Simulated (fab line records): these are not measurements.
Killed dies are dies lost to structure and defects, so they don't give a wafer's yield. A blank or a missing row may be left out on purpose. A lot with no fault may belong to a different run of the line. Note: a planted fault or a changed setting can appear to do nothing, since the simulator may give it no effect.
Which tool was responsible? | flow n5-finfet | 13 lots with 32 wafers sampled at 5 steps, on a route of 1938 steps

WHAT THE GAUGES READ, wafer by wafer
N5_BEOL_M1_CD_MEAS_11 targets a cd of 17.05 nm.
lot  | measured     | on        | cd-nm (nm)
L911 | day 6 09:49  | cd-sem-02 | 16.93 16.92
L910 | day 6 12:46  | cd-sem-01 | 16.82 16.99
L912 | day 6 19:17  | cd-sem-02 | 16.97 17.30
L914 | day 7 06:31  | cd-sem-03 | 17.17 17.28 16.98
L916 | day 7 14:34  | cd-sem-02 | 17.05 16.70 16.82
L917 | day 8 01:01  | cd-sem-03 | 17.25 16.90 16.98
L924 | day 10 08:11 | cd-sem-02 | 16.81 17.13
L925 | day 10 13:14 | cd-sem-02 | 17.04 16.82 17.01
L927 | day 10 13:25 | cd-sem-02 | 17.56 17.10 17.35
L930 | day 11 04:13 | cd-sem-02 | 17.06 17.21 17.51
L931 | day 11 08:12 | cd-sem-03 | 17.14 16.91
L932 | day 11 12:03 | cd-sem-02 | 17.22 16.93
L933 | day 12 03:52 | cd-sem-03 | 17.04 17.39

N5_BEOL_M1_OVL_MEAS_12.
lot  | measured     | on         | M1_OVL (nm)
L911 | day 6 09:52  | overlay-01 | 1.8 1.5
L910 | day 6 12:49  | overlay-02 | -0.7 2.0
L912 | day 6 19:19  | overlay-02 | 1.4 1.5
L914 | day 7 06:32  | overlay-01 | 0.9 -1.3 -0.7
L916 | day 7 14:36  | overlay-02 | 1.3 0.3 0.4
L917 | day 8 01:02  | overlay-01 | 1.0 1.4 1.2
L924 | day 10 08:13 | overlay-02 | 1.3 0.8
L925 | day 10 13:16 | overlay-02 | 3.0 1.3 1.8
L927 | day 10 13:26 | overlay-01 | -0.1 1.2 1.0
L930 | day 11 04:14 | overlay-02 | 1.8 1.7 0.6
L931 | day 11 08:15 | overlay-02 | 1.3 1.1
L932 | day 11 12:06 | overlay-02 | 1.3 1.9
L933 | day 12 03:53 | overlay-01 | 1.4 1.1

N5_BEOL_M4_RC_MEAS_101.
lot  | measured     | on        | DIBL_N (mV/V)  | DIBL_P (mV/V)  | IOFF_N (nA/um) | IOFF_P (nA/um) | ION_N (uA/um) | ION_P (uA/um) | SS_N (mV/dec)  | SS_P (mV/dec)  | VT_N (mV)   | VT_P (mV)
L911 | day 7 20:10  | prober-01 | 35.2 36.8      | 35.1 35.2      | 0.17 0.21      | 0.22 0.22      | 691 694       | 472 466       | 70.9 71.7      | 73.1 73.5      | 244 242     | -245 -246
L910 | day 7 22:37  | prober-01 | 37.7 36.3      | 35.8 33.6      | 0.20 0.16      | 0.20 0.16      | 667 675       | 455 452       | 72.2 71.1      | 72.8 72.4      | 249 250     | -252 -255
L912 | day 8 10:36  | prober-01 | 40.0 32.6      | 37.8 30.3      | 0.23 0.12      | 0.28 0.18      | 690 679       | 468 474       | 72.1 69.8      | 74.2 72.2      | 242 249     | -246 -251
L914 | day 9 05:07  | prober-01 | 37.3 32.4 38.7 | 37.2 31.9 39.4 | 0.17 0.11 0.20 | 0.19 0.14 0.25 | 664 654 670   | 446 445 459   | 72.3 70.8 71.8 | 73.7 72.6 74.5 | 251 256 246 | -255 -257 -251
L916 | day 9 08:00  | prober-02 | 32.5 35.9 35.7 | 32.2 35.1 35.0 | 0.11 0.15 0.15 | 0.16 0.19 0.18 | 679 676 675   | 473 460 464   | 69.6 70.2 70.1 | 71.7 73.4 72.7 | 256 251 251 | -251 -251 -249
L917 | day 9 13:16  | prober-01 | 34.7 35.0 37.0 | 33.1 34.7 35.0 | 0.14 0.15 0.18 | 0.18 0.20 0.20 | 668 675 661   | 461 464 456   | 71.0 71.1 73.0 | 72.9 73.1 73.8 | 250 249 249 | -253 -250 -250
L924 | day 12 04:47 | prober-02 | 35.2 32.2      | 36.0 30.1      | 0.17 0.10      | 0.22 0.13      | 695 655       | 472 448       | 71.0 70.8      | 73.5 71.6      | 248 257     | -248 -258
L925 | day 12 04:15 | prober-01 | 38.6 38.6 35.6 | 39.3 39.2 36.2 | 0.22 0.21 0.17 | 0.24 0.26 0.20 | 685 683 696   | 466 472 474   | 72.4 72.2 71.3 | 73.3 73.0 72.3 | 248 248 248 | -251 -248 -249
L927 | day 12 05:52 | prober-02 | 33.6 35.3 34.5 | 34.1 36.7 37.0 | 0.12 0.14 0.14 | 0.17 0.20 0.21 | 669 647 688   | 457 447 473   | 71.5 71.2 70.9 | 72.7 72.7 73.6 | 255 251 250 | -253 -249 -249
L930 | day 12 12:43 | prober-01 | 36.8 31.9 35.9 | 37.8 32.6 36.6 | 0.16 0.09 0.15 | 0.21 0.15 0.20 | 685 660 676   | 465 463 468   | 71.4 70.5 71.2 | 73.6 71.4 72.9 | 250 258 251 | -248 -256 -251
L931 | day 13 08:21 | prober-01 | 36.6 37.0      | 36.4 37.0      | 0.14 0.16      | 0.22 0.24      | 661 672       | 458 466       | 71.7 71.4      | 73.2 73.7      | 253 249     | -250 -249
L932 | day 13 13:23 | prober-01 | 34.7 33.0      | 35.0 31.9      | 0.12 0.11      | 0.17 0.15      | 664 663       | 460 464       | 71.2 70.9      | 72.7 71.9      | 254 258     | -253 -256
L933 | day 13 23:28 | prober-01 | 38.3 39.1      | 37.2 37.9      | 0.19 0.21      | 0.21 0.22      | 689 679       | 465 454       | 72.3 73.5      | 74.2 73.3      | 249 246     | -253 -250

EACH LOT AND THE TOOL THAT RAN IT (in order: tool; ch and the chambers of the sampled wafers; start)
lot  | N5_BEOL_M1_HM_DEP_02         | N5_BEOL_M1_COAT_05
L911 | pvd-sputter-03, day 6 09:18  | litho-track-03 ch 0, day 6 09:26
L910 | pvd-sputter-02, day 6 12:23  | litho-track-01 ch 0, day 6 12:31
L912 | pvd-sputter-03, day 6 18:53  | litho-track-01 ch 0, day 6 19:01
L914 | pvd-sputter-01, day 7 06:07  | litho-track-04 ch 0, day 7 06:15
L916 | pvd-sputter-02, day 7 14:03  | litho-track-03 ch 0, day 7 14:11
L917 | pvd-sputter-03, day 8 00:29  | litho-track-03 ch 0, day 8 00:38
L924 | pvd-sputter-01, day 10 07:43 | litho-track-01 ch 0, day 10 07:47
L925 | pvd-sputter-01, day 10 12:43 | litho-track-04 ch 0, day 10 12:51
L927 | pvd-sputter-01, day 10 13:01 | litho-track-01 ch 0, day 10 13:09
L930 | pvd-sputter-01, day 11 03:49 | litho-track-03 ch 0, day 11 03:57
L931 | pvd-sputter-03, day 11 07:51 | litho-track-03 ch 0, day 11 07:56
L932 | pvd-sputter-02, day 11 11:35 | litho-track-01 ch 0, day 11 11:40
L933 | pvd-sputter-03, day 12 03:28 | litho-track-03 ch 0, day 12 03:36
- N5_BEOL_M1_HM_DEP_02: deposits TiN, target thk 20 nm.
- N5_BEOL_M1_COAT_05: resist thk 30 nm.

AS READ BY THE TOOLS THEMSELVES (means over the sampled wafers that have a number; for cases with no such wafer, the mark the record gives instead)
N5_BEOL_M1_HM_DEP_02.
lot  | tool           | throttle-valve-pct (%)
L911 | pvd-sputter-03 | 30.8
L910 | pvd-sputter-02 | 30.3
L912 | pvd-sputter-03 | 31.6
L914 | pvd-sputter-01 | 29.9
L916 | pvd-sputter-02 | 29.8
L917 | pvd-sputter-03 | 30.8
L924 | pvd-sputter-01 | 29.1
L925 | pvd-sputter-01 | 29.7
L927 | pvd-sputter-01 | 30.1
L930 | pvd-sputter-01 | 29.4
L931 | pvd-sputter-03 | 30.4
L932 | pvd-sputter-02 | 30.1
L933 | pvd-sputter-03 | 31.0

N5_BEOL_M1_COAT_05.
lot  | tool           | exhaust-pa (Pa) | spin-speed-rpm (rpm)
L911 | litho-track-03 | 44.0            | 1500.4
L910 | litho-track-01 | 45.4            | 1498.7
L912 | litho-track-01 | 43.8            | 1499.8
L914 | litho-track-04 | 45.7            | 1499.4
L916 | litho-track-03 | 44.3            | 1421.8
L917 | litho-track-03 | 44.8            | 1420.9
L924 | litho-track-01 | 45.1            | 1501.0
L925 | litho-track-04 | 45.0            | 1501.3
L927 | litho-track-01 | 45.1            | 1501.1
L930 | litho-track-03 | 43.6            | 1500.0
L931 | litho-track-03 | 45.2            | 1500.8
L932 | litho-track-01 | 45.9            | 1500.5
L933 | litho-track-03 | 44.5            | 1499.3

THE ANSWER, worked out from the rows above alone
Rule: the usual values come from the lots themselves. The widest of any qualifying gaps counts: lots, ordered by their means at a reading, are off when they make up no more than a third of the lots, leave a main group of 4 or more, and stand apart from it by 3 or more times the standard deviation of that group's means. A main group is skipped when, at the precision printed for the reading in the tables above, its means are all equal. A lot without any number at a reading at which 4 lots or more have one is off too. The other lots that the step has rows for count as sound. First the gauges in route order, then the tools' own readings, where a lot's mean is used as printed above. The first step at which some lot is off is used, and at that step the reading that is off furthest; a lot without a number counts as furthest.
Off: L916, L917, at N5_BEOL_M1_COAT_05 (spin-speed-rpm). The main group: mean 1500.2 rpm, standard deviation 0.8.
If a tool, at that step or one of the process steps before it, ran each lot that is off and ran no sound lot following the first of them, it fits. None of those tried fits.

WHAT WAS PUT IN BY THE SIMULATOR
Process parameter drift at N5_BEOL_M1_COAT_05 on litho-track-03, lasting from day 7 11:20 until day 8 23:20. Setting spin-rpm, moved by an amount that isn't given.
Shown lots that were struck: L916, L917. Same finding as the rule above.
